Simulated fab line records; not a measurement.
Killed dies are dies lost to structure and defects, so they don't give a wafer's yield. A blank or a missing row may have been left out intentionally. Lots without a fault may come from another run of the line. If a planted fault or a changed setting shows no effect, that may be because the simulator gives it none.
Comparing a struck lot with a sound one / flow n5Finfet / 18 steps out of a route of 1938
Sound: these wafers, L437.2, L437.3, L437.5. Wafers struck: L443.1, L443.4, L443.5. At the end, the cause is stated.
Per side, at each step with rows, come the tool, then ch with its chambers, and then its first start. Under that, the readings that differ: sound wafers / struck wafers / difference of the means / sigmas: that difference in standard deviations of wafers without a fault.
alike: words and numbers the same on both sides, and readings whose means are apart by under 2 such deviations; not compared: readings that were withheld, readings missing a value for some wafer, numbers with overlapping values and no deviation given by the record, and bounds like >300 which may hide the same value.
The two part at a step that has a row with sigmas, a row that says differs or no value, or rows on one side only. Numbers that have no deviation but don't overlap get no sigmas and don't part them. A reading that every wafer of one side lacks parts them only if that side has two wafers or more.

first, 11 steps without rows for these wafers: N5_FIN_SAQP_MANDREL1_REMOVE_56 (chemistry HBr/Cl2/O2, target a-Si, stops on SiNx, bt time 10 s); N5_FIN_SAQP_ETCH_57 (etches SiNx in CH3F/O2, target depth 32.5 nm, time 46.4 s); N5_FIN_SAQP_ETCH_65 (etches SiO2 in CF4, target depth 4 nm, time 4.4 s); N5_FIN_SAQP_MANDREL_ETCH_58 (etches a-Si in HBr/Cl2, stops on SiNx, target depth 45 nm, bt time 10 s, time 27 s); N5_FIN_SAQP_RECESS_63 (chemistry HF/NH3, target SiO2, target depth 18 nm, afs cycles 3, sublimation time 60 s); N5_FIN_SAQP_COAT_68 (time 60 s, resist thk 100 nm); N5_FIN_SAQP_ETCH_69 (etches SOC in N2/H2, stops on SiNx, target depth 150 nm); N5_FIN_SAQP_ETCH_67 (etches SiNx in CH3F/O2, target depth 30 nm); N5_FIN_SAQP_STRIP_70 (strips in N2/H2); N5_FIN_SAQP_RECESS_71 (chemistry HF/NH3, target SiO2, target depth 3 nm, afs cycles 1, sublimation time 60 s); N5_FIN_SAQP_SPACER2_ALD_28 (deposits SiO2, target thk 8.1 nm, pulse time 1 s, purge time 2 s).
N5_FIN_SAQP_SPACER2_ETCHBACK_29: etches SiO2 in CHF3/O2, target depth 12.2 nm, time 6.1 s.
  sound on rieDiel-02 ch 0,1, day 2 14:18; struck on rieDiel-02 ch 0,1,2, day 4 01:37
  no value came back on the struck wafers for any of 10 readings (CHF3_flow_sccm (sccm), O2_flow_sccm (sccm) and others); on the sound wafers CHF3_flow_sccm (sccm) reads 50.10 49.90 49.96
reading=model.SiO2_of_FIN_SAQP_SPACER2_ALD_28.thkNm (nm); sound=0 0 0; struck=8.2 8 8; difference=+8.1; sigmas=
  not compared: rfHoursCounterH
N5_FIN_SAQP_MANDREL2_REMOVE_60: chemistry HBr/Cl2/O2, target a-Si, stops on SiNx, bt time 10 s.
  sound on rieSi-02 ch 0,1,3, day 2 14:23; struck on rieSi-02 ch 2,3, day 4 01:42
reading=chamberPressureMTorr (mTorr); sound=10.013 10.012 10.014; struck=9.995 9.988 9.989; difference=-0.022; sigmas=-2
reading=oesProductAu (a.u.); sound=0.989 0.999 0.969; struck=0.385 0.370 0.384; difference=-0.606; sigmas=-32
  alike: drypumpMotorCurrentA, oes_o_777_au, throttleValvePct
  not compared: rfHoursCounterH
N5_FIN_SAQP_CD_MEAS_31: the cd target is 8 nm.
  sound on cdSem-02 ch 0, day 2 14:30; struck on cdSem-03 ch 0, day 4 01:49
reading=cdNm (nm); sound=7.85 8.06 7.98; struck=- - -; difference=no value on the struck wafers; sigmas=
N5_FIN_SAQP_HM_OPEN_33: chemistry CH3F/O2, target SiNx, target depth 49.4 nm, time 70.6 s.
  sound on rieDiel-04 ch 0,1,3, day 2 14:32; struck on rieDiel-04 ch 0,1,2, day 4 02:14
reading=etchRfOnTimeS (s); sound=67.1 67.3 66.6; struck=176.5 176.5 176.5; difference=+109.5; sigmas=+78
reading=oesProductAu (a.u.); sound=0.60 0.59 0.61; struck=0.27 0.29 0.26; difference=-0.33; sigmas=-5
  alike: chamberPressureMTorr, drypumpMotorCurrentA, mfcArSccm, oes_o_777_au, rfVppV, showerheadPlenumPTorr, throttleValvePct
  not compared: rfHoursCounterH
then, 1 step without rows for these wafers: N5_FIN_SAQP_ETCH_34 (etches SiO2 in C4F6/O2, target depth 45 nm, time 15 s).
N5_BEOL_M4_RC_MEAS_101:
  the record has rows for the sound wafers here (prober-01 ch 0, day 8 18:52) and none for the struck ones
-- here the record skips 10 days between the struck wafers' starts before and after, leaving off in module BEOL_M4 and picking up in module PASSIVATION (first step shown: number 1936 of the route) --
N5_PASSIVATION_PROBE_49:
  sound on prober-01 at day 12 22:07; struck on prober-02 at day 14 13:02
reading=killedAtFrontEnd; sound=37 45 36; struck=1126 1111 1109; difference=+1076; sigmas=+98
reading=killedDies; sound=133 107 115; struck=1180 1180 1180; difference=+1062; sigmas=+62
reading=killedOnRim; sound=22 14 13; struck=152 152 152; difference=+136; sigmas=+31
  alike: killed_at_M0_to_M3, killed_at_M4_up, killedAtContacts, killedAtOther, killedOpen, killedShort

== WHERE THEY PART ==
Last at N5_PASSIVATION_PROBE_49 as far as this record goes, first at N5_FIN_SAQP_SPACER2_ETCHBACK_29.

WHY: what had been put in by the simulator
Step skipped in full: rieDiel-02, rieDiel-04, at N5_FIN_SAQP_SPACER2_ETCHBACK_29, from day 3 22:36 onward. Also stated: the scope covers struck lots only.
